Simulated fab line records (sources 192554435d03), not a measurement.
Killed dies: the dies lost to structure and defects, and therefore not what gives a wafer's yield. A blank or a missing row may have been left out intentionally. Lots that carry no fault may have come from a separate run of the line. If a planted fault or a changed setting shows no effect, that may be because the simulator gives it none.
Which tool was responsible? || flow n5_finfet || Sampling: 24 lots, 72 wafers, 4 of 1938 route steps

WHAT EACH GAUGE READ, for each wafer
N5_BEOL_M11_THK_MEAS_53: measures by xrf. Usual: M11_THK typically reads 142 nm, with standard deviation 3.4.
{"lot": "L075", "measured": "day 11 10:07", "on": "film_metro-02", "M11_THK (nm)": "144 144 145", "flag": ""}
{"lot": "L074", "measured": "day 11 17:27", "on": "film_metro-02", "M11_THK (nm)": "143 146 137", "flag": ""}
{"lot": "L076", "measured": "day 12 01:04", "on": "film_metro-01", "M11_THK (nm)": "143 144 143", "flag": ""}
{"lot": "L080", "measured": "day 12 13:20", "on": "film_metro-01", "M11_THK (nm)": "139 139 137", "flag": ""}
{"lot": "L078", "measured": "day 12 17:18", "on": "film_metro-01", "M11_THK (nm)": "142 139 136", "flag": ""}
{"lot": "L077", "measured": "day 12 18:47", "on": "film_metro-02", "M11_THK (nm)": "144 139 143", "flag": ""}
{"lot": "L079", "measured": "day 13 02:22", "on": "film_metro-01", "M11_THK (nm)": "144 139 142", "flag": ""}
{"lot": "L081", "measured": "day 13 18:54", "on": "film_metro-02", "M11_THK (nm)": "139 141 143", "flag": ""}
{"lot": "L082", "measured": "day 13 20:22", "on": "film_metro-01", "M11_THK (nm)": "145 144 144", "flag": ""}
{"lot": "L083", "measured": "day 14 11:14", "on": "film_metro-02", "M11_THK (nm)": "139 148 140", "flag": ""}
{"lot": "L084", "measured": "day 14 13:15", "on": "film_metro-01", "M11_THK (nm)": "140 137 141", "flag": ""}
{"lot": "L085", "measured": "day 15 07:09", "on": "film_metro-02", "M11_THK (nm)": "145 147 145", "flag": ""}
{"lot": "L086", "measured": "day 15 07:02", "on": "film_metro-02", "M11_THK (nm)": "144 141 139", "flag": ""}
{"lot": "L088", "measured": "day 15 14:41", "on": "film_metro-01", "M11_THK (nm)": "143 144 143", "flag": ""}
{"lot": "L089", "measured": "day 15 22:09", "on": "film_metro-01", "M11_THK (nm)": "143 142 141", "flag": ""}
{"lot": "L087", "measured": "day 16 00:47", "on": "film_metro-01", "M11_THK (nm)": "142 135 144", "flag": ""}
{"lot": "L093", "measured": "day 16 03:38", "on": "film_metro-01", "M11_THK (nm)": "145 142 141", "flag": ""}
{"lot": "L091", "measured": "day 16 12:17", "on": "film_metro-02", "M11_THK (nm)": "145 144 145", "flag": ""}
{"lot": "L090", "measured": "day 16 16:32", "on": "film_metro-02", "M11_THK (nm)": "145 145 143", "flag": ""}
{"lot": "L094", "measured": "day 16 23:24", "on": "film_metro-01", "M11_THK (nm)": "143 138 132", "flag": ""}
{"lot": "L092", "measured": "day 16 23:10", "on": "film_metro-01", "M11_THK (nm)": "147 145 145", "flag": ""}
{"lot": "L095", "measured": "day 16 23:59", "on": "film_metro-01", "M11_THK (nm)": "142 148 145", "flag": ""}
{"lot": "L096", "measured": "day 18 00:52", "on": "film_metro-02", "M11_THK (nm)": "142 143 146", "flag": ""}
{"lot": "L097", "measured": "day 18 20:13", "on": "film_metro-01", "M11_THK (nm)": "140 145 143", "flag": ""}

EACH LOT AND THE TOOL THAT RAN IT (in order: tool; ch and the chambers of the sampled wafers; start)
{"lot": "L075", "N5_BEOL_M11_ETCH_41": "rie_diel-05 ch 1,2, day 11 06:40 or earlier", "N5_BEOL_M11_DEGAS_44": "pvd_sputter-01, day 11 06:40", "N5_BEOL_M11_ALD_74": "ald_metal-01 ch 0,2,3, day 11 07:00"}
{"lot": "L074", "N5_BEOL_M11_ETCH_41": "rie_diel-06 ch 0,1,3, day 11 15:42 or earlier", "N5_BEOL_M11_DEGAS_44": "pvd_sputter-02, day 11 15:42", "N5_BEOL_M11_ALD_74": "ald_metal-04 ch 0,3, day 11 15:48"}
{"lot": "L076", "N5_BEOL_M11_ETCH_41": "rie_diel-05 ch 0,1,3, day 11 21:58 or earlier", "N5_BEOL_M11_DEGAS_44": "pvd_sputter-01, day 11 21:58", "N5_BEOL_M11_ALD_74": "ald_metal-04 ch 0,3, day 11 22:04"}
{"lot": "L080", "N5_BEOL_M11_ETCH_41": "rie_diel-06 ch 2,3, day 12 11:25 or earlier", "N5_BEOL_M11_DEGAS_44": "pvd_sputter-03, day 12 11:25", "N5_BEOL_M11_ALD_74": "ald_metal-01 ch 1,2,3, day 12 11:31"}
{"lot": "L078", "N5_BEOL_M11_ETCH_41": "rie_diel-06 ch 2,3, day 12 14:57 or earlier", "N5_BEOL_M11_DEGAS_44": "pvd_sputter-03, day 12 14:57", "N5_BEOL_M11_ALD_74": "ald_metal-01 ch 1,2, day 12 15:03"}
{"lot": "L077", "N5_BEOL_M11_ETCH_41": "rie_diel-02 ch 1,2,3, day 12 17:17 or earlier", "N5_BEOL_M11_DEGAS_44": "pvd_sputter-02, day 12 17:17", "N5_BEOL_M11_ALD_74": "ald_metal-02 ch 0,2, day 12 17:23"}
{"lot": "L079", "N5_BEOL_M11_ETCH_41": "rie_diel-06 ch 2,3, day 13 00:40 or earlier", "N5_BEOL_M11_DEGAS_44": "pvd_sputter-01, day 13 00:40", "N5_BEOL_M11_ALD_74": "ald_metal-01 ch 1,2,3, day 13 01:00"}
{"lot": "L081", "N5_BEOL_M11_ETCH_41": "rie_diel-06 ch 2,3, day 13 16:10 or earlier", "N5_BEOL_M11_DEGAS_44": "pvd_sputter-02, day 13 16:10", "N5_BEOL_M11_ALD_74": "ald_metal-02 ch 0,1,2, day 13 16:19"}
{"lot": "L082", "N5_BEOL_M11_ETCH_41": "rie_diel-05 ch 0,1, day 13 18:46 or earlier", "N5_BEOL_M11_DEGAS_44": "pvd_sputter-02, day 13 18:46", "N5_BEOL_M11_ALD_74": "ald_metal-04 ch 0,1,3, day 13 18:52"}
{"lot": "L083", "N5_BEOL_M11_ETCH_41": "rie_diel-06 ch 1,2,3, day 14 09:20 or earlier", "N5_BEOL_M11_DEGAS_44": "pvd_sputter-03, day 14 09:20", "N5_BEOL_M11_ALD_74": "ald_metal-02 ch 1,2,3, day 14 09:27"}
{"lot": "L084", "N5_BEOL_M11_ETCH_41": "rie_diel-06 ch 0,2,3, day 14 11:40 or earlier", "N5_BEOL_M11_DEGAS_44": "pvd_sputter-03, day 14 11:40", "N5_BEOL_M11_ALD_74": "ald_metal-01 ch 1,3, day 14 11:46"}
{"lot": "L085", "N5_BEOL_M11_ETCH_41": "rie_diel-05 ch 0,2, day 15 03:59 or earlier", "N5_BEOL_M11_DEGAS_44": "pvd_sputter-03, day 15 03:59", "N5_BEOL_M11_ALD_74": "ald_metal-01 ch 0,2,3, day 15 04:06"}
{"lot": "L086", "N5_BEOL_M11_ETCH_41": "rie_diel-06 ch 1,2,3, day 15 05:02 or earlier", "N5_BEOL_M11_DEGAS_44": "pvd_sputter-01, day 15 05:02", "N5_BEOL_M11_ALD_74": "ald_metal-02 ch 0,1,2, day 15 05:08"}
{"lot": "L088", "N5_BEOL_M11_ETCH_41": "rie_diel-05 ch 0,3, day 15 12:54 or earlier", "N5_BEOL_M11_DEGAS_44": "pvd_sputter-03, day 15 12:54", "N5_BEOL_M11_ALD_74": "ald_metal-01 ch 0,1,2, day 15 13:01"}
{"lot": "L089", "N5_BEOL_M11_ETCH_41": "rie_diel-05 ch 0,2,3, day 15 20:41 or earlier", "N5_BEOL_M11_DEGAS_44": "pvd_sputter-03, day 15 20:41", "N5_BEOL_M11_ALD_74": "ald_metal-01 ch 0,1,2, day 15 20:48"}
{"lot": "L087", "N5_BEOL_M11_ETCH_41": "rie_diel-06 ch 0,2,3, day 15 21:31 or earlier", "N5_BEOL_M11_DEGAS_44": "pvd_sputter-02, day 15 21:31", "N5_BEOL_M11_ALD_74": "ald_metal-04 ch 1,2,3, day 15 21:37"}
{"lot": "L093", "N5_BEOL_M11_ETCH_41": "rie_diel-06 ch 1,2, day 16 01:55 or earlier", "N5_BEOL_M11_DEGAS_44": "pvd_sputter-03, day 16 01:55", "N5_BEOL_M11_ALD_74": "ald_metal-04 ch 0,1, day 16 02:01"}
{"lot": "L091", "N5_BEOL_M11_ETCH_41": "rie_diel-05 ch 0,1,2, day 16 10:45 or earlier", "N5_BEOL_M11_DEGAS_44": "pvd_sputter-01, day 16 10:45", "N5_BEOL_M11_ALD_74": "ald_metal-04 ch 1,2,3, day 16 10:52"}
{"lot": "L090", "N5_BEOL_M11_ETCH_41": "rie_diel-05 ch 0,3, day 16 14:59 or earlier", "N5_BEOL_M11_DEGAS_44": "pvd_sputter-01, day 16 14:59", "N5_BEOL_M11_ALD_74": "ald_metal-01 ch 1,2, day 16 15:05"}
{"lot": "L094", "N5_BEOL_M11_ETCH_41": "rie_diel-06 ch 1,2,3, day 16 20:48 or earlier", "N5_BEOL_M11_DEGAS_44": "pvd_sputter-02, day 16 20:48", "N5_BEOL_M11_ALD_74": "ald_metal-01 ch 0,2,3, day 16 20:54"}
{"lot": "L092", "N5_BEOL_M11_ETCH_41": "rie_diel-05 ch 0,2,3, day 16 20:43 or earlier", "N5_BEOL_M11_DEGAS_44": "pvd_sputter-02, day 16 20:43", "N5_BEOL_M11_ALD_74": "ald_metal-04 ch 0,3, day 16 20:50"}
{"lot": "L095", "N5_BEOL_M11_ETCH_41": "rie_diel-02 ch 2,3, day 16 21:21 or earlier", "N5_BEOL_M11_DEGAS_44": "pvd_sputter-03, day 16 21:21", "N5_BEOL_M11_ALD_74": "ald_metal-04 ch 0,1,3, day 16 21:33"}
{"lot": "L096", "N5_BEOL_M11_ETCH_41": "rie_diel-06 ch 1,2, day 17 23:08 or earlier", "N5_BEOL_M11_DEGAS_44": "pvd_sputter-02, day 17 23:08", "N5_BEOL_M11_ALD_74": "ald_metal-02 ch 1,2,3, day 17 23:22"}
{"lot": "L097", "N5_BEOL_M11_ETCH_41": "rie_diel-05 ch 0,1,2, day 18 18:34 or earlier", "N5_BEOL_M11_DEGAS_44": "pvd_sputter-01, day 18 18:34", "N5_BEOL_M11_ALD_74": "ald_metal-02 ch 0,1, day 18 18:43"}
- N5_BEOL_M11_ETCH_41: etches SiCN in CH3F/O2, target depth 42.6 nm, time 86 s.
- N5_BEOL_M11_DEGAS_44: time 60 s.
- N5_BEOL_M11_ALD_74: deposits TaN, target thk 2 nm, pulse time 2 s, purge time 3 s.

AS READ BY THE TOOLS THEMSELVES (means over the sampled wafers that have a number; for cases with no such wafer, the mark the record gives instead)
N5_BEOL_M11_ETCH_41. Usual: drypump_motor_current_A 5.6 A, standard deviation 0.41; oes_product_au 0.78 a.u., standard deviation 0.088; rf_vpp_V 297.4 V, standard deviation 1.5; showerhead_plenum_p_Torr 2.00 Torr, standard deviation 0.055; throttle_valve_pct 16.34 %, standard deviation 0.24.
{"lot": "L075", "tool": "rie_diel-05", "drypump_motor_current_A (A)": 6.0, "oes_product_au (a.u.)": 0.80, "rf_vpp_V (V)": 298.1, "showerhead_plenum_p_Torr (Torr)": 2.03, "throttle_valve_pct (%)": 16.11, "flag": ""}
{"lot": "L074", "tool": "rie_diel-06", "drypump_motor_current_A (A)": 5.8, "oes_product_au (a.u.)": 0.72, "rf_vpp_V (V)": 297.0, "showerhead_plenum_p_Torr (Torr)": 1.98, "throttle_valve_pct (%)": 16.50, "flag": ""}
{"lot": "L076", "tool": "rie_diel-05", "drypump_motor_current_A (A)": 5.3, "oes_product_au (a.u.)": 0.83, "rf_vpp_V (V)": 297.0, "showerhead_plenum_p_Torr (Torr)": 1.99, "throttle_valve_pct (%)": 16.23, "flag": ""}
{"lot": "L080", "tool": "rie_diel-06", "drypump_motor_current_A (A)": 5.6, "oes_product_au (a.u.)": 0.72, "rf_vpp_V (V)": 299.4, "showerhead_plenum_p_Torr (Torr)": 2.07, "throttle_valve_pct (%)": 16.48, "flag": ""}
{"lot": "L078", "tool": "rie_diel-06", "drypump_motor_current_A (A)": 5.6, "oes_product_au (a.u.)": 0.70, "rf_vpp_V (V)": 299.2, "showerhead_plenum_p_Torr (Torr)": 2.07, "throttle_valve_pct (%)": 16.48, "flag": ""}
{"lot": "L077", "tool": "rie_diel-02", "drypump_motor_current_A (A)": 5.8, "oes_product_au (a.u.)": 0.80, "rf_vpp_V (V)": 297.0, "showerhead_plenum_p_Torr (Torr)": 1.95, "throttle_valve_pct (%)": 16.23, "flag": ""}
{"lot": "L079", "tool": "rie_diel-06", "drypump_motor_current_A (A)": 5.6, "oes_product_au (a.u.)": 0.72, "rf_vpp_V (V)": 299.2, "showerhead_plenum_p_Torr (Torr)": 2.07, "throttle_valve_pct (%)": 16.49, "flag": ""}
{"lot": "L081", "tool": "rie_diel-06", "drypump_motor_current_A (A)": 5.6, "oes_product_au (a.u.)": 0.71, "rf_vpp_V (V)": 299.6, "showerhead_plenum_p_Torr (Torr)": 2.07, "throttle_valve_pct (%)": 16.49, "flag": ""}
{"lot": "L082", "tool": "rie_diel-05", "drypump_motor_current_A (A)": 5.5, "oes_product_au (a.u.)": 0.73, "rf_vpp_V (V)": 297.3, "showerhead_plenum_p_Torr (Torr)": 2.01, "throttle_valve_pct (%)": 16.26, "flag": ""}
{"lot": "L083", "tool": "rie_diel-06", "drypump_motor_current_A (A)": 5.9, "oes_product_au (a.u.)": 0.79, "rf_vpp_V (V)": 298.0, "showerhead_plenum_p_Torr (Torr)": 2.03, "throttle_valve_pct (%)": 16.32, "flag": ""}
{"lot": "L084", "tool": "rie_diel-06", "drypump_motor_current_A (A)": 5.5, "oes_product_au (a.u.)": 0.72, "rf_vpp_V (V)": 296.8, "showerhead_plenum_p_Torr (Torr)": 2.02, "throttle_valve_pct (%)": 16.56, "flag": ""}
{"lot": "L085", "tool": "rie_diel-05", "drypump_motor_current_A (A)": 5.5, "oes_product_au (a.u.)": 0.80, "rf_vpp_V (V)": 297.0, "showerhead_plenum_p_Torr (Torr)": 1.97, "throttle_valve_pct (%)": 16.11, "flag": ""}
{"lot": "L086", "tool": "rie_diel-06", "drypump_motor_current_A (A)": 5.9, "oes_product_au (a.u.)": 0.78, "rf_vpp_V (V)": 298.7, "showerhead_plenum_p_Torr (Torr)": 2.03, "throttle_valve_pct (%)": 16.34, "flag": ""}
{"lot": "L088", "tool": "rie_diel-05", "drypump_motor_current_A (A)": 5.2, "oes_product_au (a.u.)": 0.82, "rf_vpp_V (V)": 296.6, "showerhead_plenum_p_Torr (Torr)": 1.95, "throttle_valve_pct (%)": 16.21, "flag": ""}
{"lot": "L089", "tool": "rie_diel-05", "drypump_motor_current_A (A)": 5.5, "oes_product_au (a.u.)": 0.82, "rf_vpp_V (V)": 295.5, "showerhead_plenum_p_Torr (Torr)": 1.97, "throttle_valve_pct (%)": 16.20, "flag": ""}
{"lot": "L087", "tool": "rie_diel-06", "drypump_motor_current_A (A)": 5.4, "oes_product_au (a.u.)": 0.71, "rf_vpp_V (V)": 298.1, "showerhead_plenum_p_Torr (Torr)": 2.02, "throttle_valve_pct (%)": 16.59, "flag": ""}
{"lot": "L093", "tool": "rie_diel-06", "drypump_motor_current_A (A)": 5.9, "oes_product_au (a.u.)": 0.78, "rf_vpp_V (V)": 297.6, "showerhead_plenum_p_Torr (Torr)": 2.03, "throttle_valve_pct (%)": 16.32, "flag": ""}
{"lot": "L091", "tool": "rie_diel-05", "drypump_motor_current_A (A)": 5.7, "oes_product_au (a.u.)": 0.85, "rf_vpp_V (V)": 297.5, "showerhead_plenum_p_Torr (Torr)": 2.00, "throttle_valve_pct (%)": 16.07, "flag": ""}
{"lot": "L090", "tool": "rie_diel-05", "drypump_motor_current_A (A)": 5.2, "oes_product_au (a.u.)": 0.81, "rf_vpp_V (V)": 295.8, "showerhead_plenum_p_Torr (Torr)": 1.95, "throttle_valve_pct (%)": 16.24, "flag": ""}
{"lot": "L094", "tool": "rie_diel-06", "drypump_motor_current_A (A)": 6.0, "oes_product_au (a.u.)": 0.76, "rf_vpp_V (V)": 297.2, "showerhead_plenum_p_Torr (Torr)": 2.02, "throttle_valve_pct (%)": 16.36, "flag": ""}
{"lot": "L092", "tool": "rie_diel-05", "drypump_motor_current_A (A)": 5.5, "oes_product_au (a.u.)": 0.81, "rf_vpp_V (V)": 297.6, "showerhead_plenum_p_Torr (Torr)": 1.97, "throttle_valve_pct (%)": 16.20, "flag": ""}
{"lot": "L095", "tool": "rie_diel-02", "drypump_motor_current_A (A)": 5.8, "oes_product_au (a.u.)": 0.80, "rf_vpp_V (V)": 296.1, "showerhead_plenum_p_Torr (Torr)": 1.94, "throttle_valve_pct (%)": 16.19, "flag": ""}
{"lot": "L096", "tool": "rie_diel-06", "drypump_motor_current_A (A)": 5.9, "oes_product_au (a.u.)": 0.76, "rf_vpp_V (V)": 297.7, "showerhead_plenum_p_Torr (Torr)": 2.03, "throttle_valve_pct (%)": 16.36, "flag": ""}
{"lot": "L097", "tool": "rie_diel-05", "drypump_motor_current_A (A)": 5.7, "oes_product_au (a.u.)": 0.82, "rf_vpp_V (V)": 297.3, "showerhead_plenum_p_Torr (Torr)": 1.99, "throttle_valve_pct (%)": 16.10, "flag": ""}

N5_BEOL_M11_DEGAS_44. Usual: heater_power_w 329 W, standard deviation 28; susceptor_temp_C 249.99 C, standard deviation 0.18.
{"lot": "L075", "tool": "pvd_sputter-01", "heater_power_w (W)": 324, "susceptor_temp_C (C)": 250.09, "flag": ""}
{"lot": "L074", "tool": "pvd_sputter-02", "heater_power_w (W)": 330, "susceptor_temp_C (C)": 249.86, "flag": ""}
{"lot": "L076", "tool": "pvd_sputter-01", "heater_power_w (W)": 329, "susceptor_temp_C (C)": 249.99, "flag": ""}
{"lot": "L080", "tool": "pvd_sputter-03", "heater_power_w (W)": 341, "susceptor_temp_C (C)": 249.97, "flag": ""}
{"lot": "L078", "tool": "pvd_sputter-03", "heater_power_w (W)": 299, "susceptor_temp_C (C)": 249.82, "flag": ""}
{"lot": "L077", "tool": "pvd_sputter-02", "heater_power_w (W)": 346, "susceptor_temp_C (C)": 249.90, "flag": ""}
{"lot": "L079", "tool": "pvd_sputter-01", "heater_power_w (W)": 335, "susceptor_temp_C (C)": 250.03, "flag": ""}
{"lot": "L081", "tool": "pvd_sputter-02", "heater_power_w (W)": 372, "susceptor_temp_C (C)": 249.92, "flag": ""}
{"lot": "L082", "tool": "pvd_sputter-02", "heater_power_w (W)": 349, "susceptor_temp_C (C)": 250.19, "flag": ""}
{"lot": "L083", "tool": "pvd_sputter-03", "heater_power_w (W)": 335, "susceptor_temp_C (C)": 250.10, "flag": ""}
{"lot": "L084", "tool": "pvd_sputter-03", "heater_power_w (W)": 318, "susceptor_temp_C (C)": 249.97, "flag": ""}
{"lot": "L085", "tool": "pvd_sputter-03", "heater_power_w (W)": 323, "susceptor_temp_C (C)": 249.88, "flag": ""}
{"lot": "L086", "tool": "pvd_sputter-01", "heater_power_w (W)": 321, "susceptor_temp_C (C)": 249.91, "flag": ""}
{"lot": "L088", "tool": "pvd_sputter-03", "heater_power_w (W)": 332, "susceptor_temp_C (C)": 249.97, "flag": ""}
{"lot": "L089", "tool": "pvd_sputter-03", "heater_power_w (W)": 337, "susceptor_temp_C (C)": 249.93, "flag": ""}
{"lot": "L087", "tool": "pvd_sputter-02", "heater_power_w (W)": 346, "susceptor_temp_C (C)": 250.02, "flag": ""}
{"lot": "L093", "tool": "pvd_sputter-03", "heater_power_w (W)": 300, "susceptor_temp_C (C)": 249.90, "flag": ""}
{"lot": "L091", "tool": "pvd_sputter-01", "heater_power_w (W)": 302, "susceptor_temp_C (C)": 250.17, "flag": ""}
{"lot": "L090", "tool": "pvd_sputter-01", "heater_power_w (W)": 328, "susceptor_temp_C (C)": 250.04, "flag": ""}
{"lot": "L094", "tool": "pvd_sputter-02", "heater_power_w (W)": 330, "susceptor_temp_C (C)": 249.84, "flag": ""}
{"lot": "L092", "tool": "pvd_sputter-02", "heater_power_w (W)": 351, "susceptor_temp_C (C)": 250.00, "flag": ""}
{"lot": "L095", "tool": "pvd_sputter-03", "heater_power_w (W)": 318, "susceptor_temp_C (C)": 250.06, "flag": ""}
{"lot": "L096", "tool": "pvd_sputter-02", "heater_power_w (W)": 318, "susceptor_temp_C (C)": 250.10, "flag": ""}
{"lot": "L097", "tool": "pvd_sputter-01", "heater_power_w (W)": 328, "susceptor_temp_C (C)": 249.96, "flag": ""}

N5_BEOL_M11_ALD_74. Usual: heater_power_w 430 W, standard deviation 59; mfc_carrier_sccm 1500 sccm, standard deviation 4.2; susceptor_temp_C 275.01 C, standard deviation 0.2.
{"lot": "L075", "tool": "ald_metal-01", "heater_power_w (W)": 421, "mfc_carrier_sccm (sccm)": 1500, "susceptor_temp_C (C)": 275.00, "flag": ""}
{"lot": "L074", "tool": "ald_metal-04", "heater_power_w (W)": 364, "mfc_carrier_sccm (sccm)": 1505, "susceptor_temp_C (C)": 275.15, "flag": ""}
{"lot": "L076", "tool": "ald_metal-04", "heater_power_w (W)": 364, "mfc_carrier_sccm (sccm)": 1497, "susceptor_temp_C (C)": 275.20, "flag": ""}
{"lot": "L080", "tool": "ald_metal-01", "heater_power_w (W)": 469, "mfc_carrier_sccm (sccm)": 1500, "susceptor_temp_C (C)": 275.07, "flag": ""}
{"lot": "L078", "tool": "ald_metal-01", "heater_power_w (W)": 492, "mfc_carrier_sccm (sccm)": 1501, "susceptor_temp_C (C)": 275.10, "flag": ""}
{"lot": "L077", "tool": "ald_metal-02", "heater_power_w (W)": 415, "mfc_carrier_sccm (sccm)": 1501, "susceptor_temp_C (C)": 275.07, "flag": ""}
{"lot": "L079", "tool": "ald_metal-01", "heater_power_w (W)": 467, "mfc_carrier_sccm (sccm)": 1501, "susceptor_temp_C (C)": 274.98, "flag": ""}
{"lot": "L081", "tool": "ald_metal-02", "heater_power_w (W)": 429, "mfc_carrier_sccm (sccm)": 1503, "susceptor_temp_C (C)": 274.85, "flag": ""}
{"lot": "L082", "tool": "ald_metal-04", "heater_power_w (W)": 394, "mfc_carrier_sccm (sccm)": 1502, "susceptor_temp_C (C)": 275.02, "flag": ""}
{"lot": "L083", "tool": "ald_metal-02", "heater_power_w (W)": 442, "mfc_carrier_sccm (sccm)": 1500, "susceptor_temp_C (C)": 274.95, "flag": ""}
{"lot": "L084", "tool": "ald_metal-01", "heater_power_w (W)": 439, "mfc_carrier_sccm (sccm)": 1498, "susceptor_temp_C (C)": 274.83, "flag": ""}
{"lot": "L085", "tool": "ald_metal-01", "heater_power_w (W)": 418, "mfc_carrier_sccm (sccm)": 1500, "susceptor_temp_C (C)": 275.23, "flag": ""}
{"lot": "L086", "tool": "ald_metal-02", "heater_power_w (W)": 437, "mfc_carrier_sccm (sccm)": 1500, "susceptor_temp_C (C)": 275.02, "flag": ""}
{"lot": "L088", "tool": "ald_metal-01", "heater_power_w (W)": 472, "mfc_carrier_sccm (sccm)": 1499, "susceptor_temp_C (C)": 274.92, "flag": ""}
{"lot": "L089", "tool": "ald_metal-01", "heater_power_w (W)": 470, "mfc_carrier_sccm (sccm)": 1497, "susceptor_temp_C (C)": 274.84, "flag": ""}
{"lot": "L087", "tool": "ald_metal-04", "heater_power_w (W)": 408, "mfc_carrier_sccm (sccm)": 1500, "susceptor_temp_C (C)": 275.01, "flag": ""}
{"lot": "L093", "tool": "ald_metal-04", "heater_power_w (W)": 391, "mfc_carrier_sccm (sccm)": 1501, "susceptor_temp_C (C)": 275.00, "flag": ""}
{"lot": "L091", "tool": "ald_metal-04", "heater_power_w (W)": 400, "mfc_carrier_sccm (sccm)": 1496, "susceptor_temp_C (C)": 274.91, "flag": ""}
{"lot": "L090", "tool": "ald_metal-01", "heater_power_w (W)": 516, "mfc_carrier_sccm (sccm)": 1501, "susceptor_temp_C (C)": 275.02, "flag": ""}
{"lot": "L094", "tool": "ald_metal-01", "heater_power_w (W)": 419, "mfc_carrier_sccm (sccm)": 1501, "susceptor_temp_C (C)": 275.13, "flag": ""}
{"lot": "L092", "tool": "ald_metal-04", "heater_power_w (W)": 351, "mfc_carrier_sccm (sccm)": 1501, "susceptor_temp_C (C)": 274.88, "flag": ""}
{"lot": "L095", "tool": "ald_metal-04", "heater_power_w (W)": 374, "mfc_carrier_sccm (sccm)": 1499, "susceptor_temp_C (C)": 275.08, "flag": ""}
{"lot": "L096", "tool": "ald_metal-02", "heater_power_w (W)": 443, "mfc_carrier_sccm (sccm)": 1498, "susceptor_temp_C (C)": 275.01, "flag": ""}
{"lot": "L097", "tool": "ald_metal-02", "heater_power_w (W)": 437, "mfc_carrier_sccm (sccm)": 1504, "susceptor_temp_C (C)": 274.87, "flag": ""}

THE ANSWER, worked out from the rows above alone
Rule: take the mean of a lot's wafers that have a number; if it is more than 3 standard deviations from the usual mean, the lot is off. Also off: a lot with no number at a reading for which 4 or more lots have one. Any other lot the step has rows for is counted as sound. The gauges are gone through in route order, then the tools' own readings, and for those a lot's mean is taken as printed above. At the first step where some lot is off, the reading lying furthest off is the one used; lots without a number count as furthest.
Nothing can be told from this: no lot is off at any reading shown.

WHAT THE SIMULATOR HAD PUT IN
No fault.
